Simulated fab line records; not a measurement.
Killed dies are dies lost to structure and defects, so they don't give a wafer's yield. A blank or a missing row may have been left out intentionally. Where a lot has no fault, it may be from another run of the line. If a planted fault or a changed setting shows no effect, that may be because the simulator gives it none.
fab line records    flow nand_harc    part 2 of 2: steps 5 to 6 of 6
[record] lots = 23  wafers = 69  last_day = 34
route steps=1302 shown A_STAIRCASE@668
lots with no fault: from the same line, run without faults
start_h: the number of hours between the record's first day and the start of the first shown wafer of the lot    wait_h: hours elapsed since this lot's preceding step    " repeats the value in the row above    L1.1+2: a single row standing in for several wafers    - no value, or no start given    * or withheld: withheld    < > ~ a bound
route shown NAME@n: names a module that has steps shown in the file, with the first one's number in the route    usual: mean and standard deviation over wafers with no fault    same: alike in all rows    chamber/n: place in a boat    sites: readings site by site    _std_site: standard deviation of those values    _edge_site: mean of outer sites minus mean of inner sites    radius_mm: for every site, how far away it sits from the centre of the wafer    mask NAME#n: copy n    behind: the tool/chamber that last shaped the wafer    hold: why the lot was held/for how many hours/how that ended    device: which transistor (n, p or np) failed to switch    end of line: tests run on the same wafers once the route is complete    a step with no rows: only its recipe    killed: at the first sort, the dies lost to defects and structure; wafer yield is something else    map: a wafer's dies, x killed, . not, _ none there
set.NAME: the setting that was run; set.NAME@STEP: the one run at that earlier step    model.NAME: the simulator's own value behind a step, which no gauge read
a sample of lots followed through the steps of the route, with each step as a table and each wafer as a row
services: when a tool's chamber went out of use (start_h, in hours from the record's first day, below 0 if earlier), for how many hours, and the reason
[[steps]]
[step NHARC_A_STAIRCASE_STRIP_175]
[recipe] power_w = 1500  temp_c = 250  chemistry = O2
[usual] drypump_motor_current_A = 5.8/0.33  heater_power_w = 351/39
lot.wafer  tool             chamber  start_h  wait_h  drypump_motor_current_A  heater_power_w  rf_hours_counter_h
L074.1     plasma_asher-01  1        361.37   0.1     6.3                      302             2
L074.3     "                0        "        "       5.4                      347             -
L074.5     "                0        "        "       5.4                      343             -
L075.1     plasma_asher-02  0        373.67   0.1     5.7                      369             23
L075.2     "                1        "        "       5.8                      408             23
L075.4     "                0        "        "       5.7                      353             -
L077.1     plasma_asher-02  0        378.91   0.1     5.6                      358             24
L077.6     "                1        "        "       5.8                      415             -
L077.5     "                0        "        "       5.6                      363             -
L076.1     plasma_asher-02  1        393.60   0.1     5.8                      413             27
L076.4     "                0        "        "       5.7                      363             -
L076.5     "                0        "        "       5.7                      363             -
L078.3     plasma_asher-01  0        405.69   0.2     5.4                      344             -
L078.6     "                0        "        "       5.4                      340             -
L078.5     "                1        "        "       6.3                      302             -
L079.1     plasma_asher-02  1        405.71   0.1     5.8                      417             30
L079.2     "                0        "        "       5.6                      355             30
L079.6     "                1        "        "       5.8                      418             -
L080.3     plasma_asher-02  0        408.09   0.2     5.7                      362             -
L080.6     "                0        "        "       5.7                      356             -
L080.5     "                1        "        "       5.8                      407             -
L081.3     plasma_asher-01  0        409.72   0.2     5.4                      337             -
L081.4     "                1        "        "       6.3                      292             -
L081.5     "                0        "        "       5.4                      334             -
L082.1     plasma_asher-01  0        444.73   0.1     5.4                      339             19
L082.2     "                1        "        "       6.4                      300             19
L082.3     "                1        "        "       6.4                      304             -
L083.1     plasma_asher-01  1        448.45   0.1     6.4                      296             19
L083.6     "                0        "        "       5.4                      332             -
L083.5     "                1        "        "       6.4                      302             -
L084.4     plasma_asher-02  1        454.72   0.2     5.8                      393             -
L084.3     "                0        "        "       5.7                      335             -
L084.6     "                1        "        "       5.8                      397             -
L086.2     plasma_asher-01  0        492.25   0.1     5.4                      338             27
L086.1     "                1        "        "       6.4                      290             27
L086.4     "                1        "        "       6.3                      304             -
L089.2     plasma_asher-02  0        507.82   0.1     5.6                      347             14
L089.1     "                1        "        "       5.8                      414             14
L089.6     "                0        "        "       5.6                      335             -
L088.1     plasma_asher-01  1        508.29   0.1     6.4                      298             30
L088.6     "                0        "        "       5.4                      332             -
L088.5     "                1        "        "       6.4                      301             -
L087.1     plasma_asher-01  1        508.52   0.1     6.3                      293             30
L087.6     "                1        "        "       6.4                      300             -
L087.5     "                0        "        "       5.4                      347             -
L090.2     plasma_asher-01  0        517.22   0.1     5.4                      342             32
L090.4     "                0        "        "       5.4                      345             -
L090.6     "                0        "        "       5.4                      344             -
L091.2     plasma_asher-02  0        532.59   0.1     5.7                      342             22
L091.1     "                1        "        "       5.8                      404             22
L091.4     "                1        "        "       5.8                      397             -
L092.3     plasma_asher-02  1        538.10   0.2     5.8                      398             -
L092.4     "                0        "        "       5.7                      337             -
L092.5     "                0        "        "       5.7                      341             -
L093.2     plasma_asher-02  0        546.85   0.1     5.7                      344             25
L093.3     "                1        "        "       5.8                      400             -
L093.5     "                1        "        "       5.8                      405             -
L094.2     plasma_asher-02  0        547.31   0.1     5.7                      339             25
L094.4     "                0        "        "       5.6                      340             -
L094.3     "                1        "        "       5.8                      398             -
L095.2     plasma_asher-01  1        569.27   0.1     6.3                      306             8
L095.1     "                0        "        "       5.4                      349             8
L095.3     "                1        "        "       6.4                      302             -
L096.1     plasma_asher-02  1        586.66   0.1     5.8                      399             32
L096.2     "                0        "        "       5.7                      338             32
L096.5     "                0        "        "       5.6                      335             -
L097.2     plasma_asher-02  0        601.13   0.1     5.7                      336             36
L097.4     "                0        "        "       5.7                      337             -
L097.6     "                1        "        "       5.8                      387             -
[step NHARC_A_STAIRCASE_TRIM_191]
[recipe] time_s = 211.2  o2_flow_sccm = 500  ar_flow_sccm = 0  bias_w = 0  chemistry = O2
[usual] drypump_motor_current_A = 5.6/0.5  oes_product_au = 1.000/0.007  rf_vpp_V = 57.8/0.84  showerhead_plenum_p_Torr = 3.56/0.13  throttle_valve_pct = 17.036/0.0088
lot.wafer  tool         chamber  start_h  wait_h  drypump_motor_current_A  oes_product_au  rf_hours_counter_h  rf_vpp_V  showerhead_plenum_p_Torr  throttle_valve_pct
L074.3     rie_diel-09  3        -        -       6.4                      1.014           11                  57.6      3.66                      17.035
L074.1     "            0        "        "       5.8                      1.005           11                  56.3      3.43                      17.055
L074.5     "            3        "        "       6.4                      1.004           -                   58.3      3.66                      17.037
L075.1     rie_diel-09  0        -        -       5.8                      1.000           15                  56.6      3.42                      17.037
L075.2     "            1        "        "       5.6                      0.999           17                  57.4      3.55                      17.036
L075.4     "            1        "        "       5.6                      1.007           -                   57.8      3.55                      17.040
L077.1     rie_diel-09  1        -        -       5.6                      0.995           19                  58.2      3.55                      17.030
L077.5     "            0        "        "       5.8                      1.005           -                   57.6      3.42                      17.036
L077.6     "            2        "        "       4.9                      1.003           -                   57.4      3.60                      17.045
L076.1     rie_diel-04  3        -        -       5.9                      0.993           10                  59.2      3.80                      17.026
L076.4     "            2        "        "       5.6                      0.995           10                  58.9      3.48                      17.040
L076.5     "            0        "        "       5.7                      1.008           -                   59.3      3.43                      17.046
L078.3     rie_diel-09  1        -        -       5.6                      0.997           27                  59.6      3.55                      17.040
L078.5     "            1        "        "       5.6                      1.001           -                   58.7      3.55                      17.040
L078.6     "            2        "        "       4.9                      1.003           -                   56.8      3.59                      17.051
L079.2     rie_diel-09  2        -        -       4.9                      1.002           27                  57.8      3.59                      17.031
L079.1     "            0        "        "       5.8                      1.008           27                  56.8      3.42                      17.037
L079.6     "            1        "        "       5.6                      0.990           -                   58.1      3.55                      17.053
L080.3     rie_diel-08  3        -        -       5.2                      0.994           10                  57.0      3.53                      17.045
L080.5     "            1        "        "       6.0                      0.998           -                   58.1      3.80                      17.032
L080.6     "            2        "        "       5.3                      1.004           -                   57.9      3.37                      17.038
L081.4     rie_diel-08  2        -        -       5.3                      1.003           13                  58.0      3.37                      17.027
L081.3     "            3        "        "       5.2                      0.984           11                  57.2      3.53                      17.039
L081.5     "            1        "        "       6.0                      0.998           -                   59.1      3.80                      17.050
L082.2     rie_diel-04  0        -        -       5.7                      0.995           23                  56.7      3.43                      17.029
L082.3     "            1        "        "       4.9                      1.000           23                  57.9      3.76                      17.039
L082.1     "            3        "        "       5.9                      1.011           25                  59.5      3.79                      17.049
L083.1     rie_diel-09  1        -        -       5.5                      0.997           42                  58.0      3.54                      17.020
L083.5     "            1        "        "       5.6                      0.997           -                   57.7      3.54                      17.038
L083.6     "            2        "        "       4.9                      1.002           -                   58.1      3.58                      17.047
L084.3     rie_diel-04  0        -        -       5.7                      1.002           27                  57.9      3.42                      17.038
L084.4     "            1        "        "       4.8                      0.992           26                  58.0      3.76                      17.051
L084.6     "            3        "        "       5.9                      0.998           -                   58.0      3.79                      17.028
L086.4     rie_diel-09  0        -        -       5.8                      1.002           58                  56.4      3.40                      17.033
L086.1     "            1        "        "       5.6                      1.002           55                  58.0      3.53                      17.041
L086.2     "            2        "        "       4.9                      1.006           56                  57.7      3.58                      17.040
L089.2     rie_diel-04  0        -        -       5.7                      1.002           42                  57.9      3.42                      17.042
L089.1     "            3        "        "       5.9                      1.001           44                  59.0      3.78                      17.037
L089.6     "            0        "        "       5.7                      1.002           -                   59.2      3.42                      17.040
L088.1     rie_diel-08  1        -        -       6.0                      0.997           45                  58.2      3.78                      17.038
L088.6     "            0        "        "       5.4                      0.991           -                   56.7      3.34                      17.037
L088.5     "            1        "        "       6.0                      1.005           -                   58.1      3.78                      17.049
L087.1     rie_diel-09  1        -        -       5.6                      0.979           1                   57.1      3.53                      17.024
L087.6     "            3        "        "       6.4                      0.996           -                   60.4      3.64                      17.040
L087.5     "            0        "        "       5.8                      0.997           -                   57.5      3.40                      17.040
L090.4     rie_diel-04  1        -        -       4.9                      1.013           47                  58.6      3.75                      17.033
L090.2     "            2        "        "       5.5                      1.002           47                  57.9      3.46                      17.038
L090.6     "            3        "        "       5.9                      0.998           -                   57.6      3.78                      17.042
L091.2     rie_diel-09  1        -        -       5.6                      1.001           11                  58.7      3.52                      17.035
L091.1     "            2        "        "       4.9                      1.009           12                  57.0      3.57                      17.029
L091.4     "            0        "        "       5.8                      1.003           10                  57.8      3.39                      17.046
L092.4     rie_diel-09  1        -        -       5.6                      0.995           12                  58.0      3.52                      17.037
L092.3     "            0        "        "       5.8                      0.999           12                  58.2      3.39                      17.034
L092.5     "            1        "        "       5.6                      0.990           -                   58.7      3.52                      17.037
L093.3     rie_diel-04  0        -        -       5.7                      0.996           2                   58.6      3.41                      17.047
L093.2     "            3        "        "       5.9                      0.994           1                   60.0      3.78                      17.031
L093.5     "            1        "        "       4.9                      0.983           -                   58.5      3.74                      17.037
L094.2     rie_diel-09  2        -        -       4.9                      1.004           17                  57.7      3.57                      17.038
L094.3     "            0        "        "       5.8                      0.993           16                  58.4      3.39                      17.027
L094.4     "            1        "        "       5.5                      0.995           16                  58.2      3.52                      17.035
L095.1     rie_diel-09  3        -        -       6.5                      1.005           23                  58.0      3.62                      17.043
L095.3     "            0        "        "       5.8                      1.007           22                  58.6      3.39                      17.054
L095.2     "            1        "        "       5.6                      1.002           22                  58.6      3.52                      17.025
L096.2     rie_diel-04  2        -        -       5.6                      1.004           15                  57.4      3.45                      17.040
L096.1     "            3        "        "       5.9                      1.004           17                  58.1      3.77                      17.051
L096.5     "            1        "        "       4.9                      0.996           -                   58.7      3.73                      17.043
L097.2     rie_diel-09  2        -        -       4.8                      0.999           30                  57.9      3.56                      17.028
L097.4     "            1        "        "       5.6                      0.999           31                  57.8      3.51                      17.035
L097.6     "            3        "        "       6.5                      1.011           -                   57.2      3.62                      17.043
[[services]]
tool             chamber  start_h  hours  kind
rie_diel-08      1        333.82   3.3    repair
rie_diel-04      -        335.95   2.0    repair
plasma_asher-01  -        342.13   9.0    pm
rie_diel-09      0        354.03   -      clean
rie_diel-09      1        354.03   -      clean
rie_diel-09      2        354.03   -      clean
rie_diel-09      3        354.03   -      clean
rie_diel-04      -        355.36   9.0    pm
rie_diel-08      -        367.83   9.0    pm
rie_diel-09      3        373.48   24.5   repair
rie_diel-09      0        378.53   -      clean
rie_diel-09      1        378.53   -      clean
rie_diel-09      2        378.53   -      clean
rie_diel-08      -        381.63   0.2    repair
rie_diel-09      0        403.03   -      clean
rie_diel-09      1        403.03   -      clean
rie_diel-09      2        403.03   -      clean
plasma_asher-02  -        426.23   9.0    pm
rie_diel-09      -        482.29   0.9    repair
rie_diel-09      -        497.53   9.0    pm
plasma_asher-01  -        519.40   9.0    pm
rie_diel-04      -        534.07   9.0    pm
rie_diel-08      -        544.83   9.0    pm
plasma_asher-01  -        597.67   4.4    repair
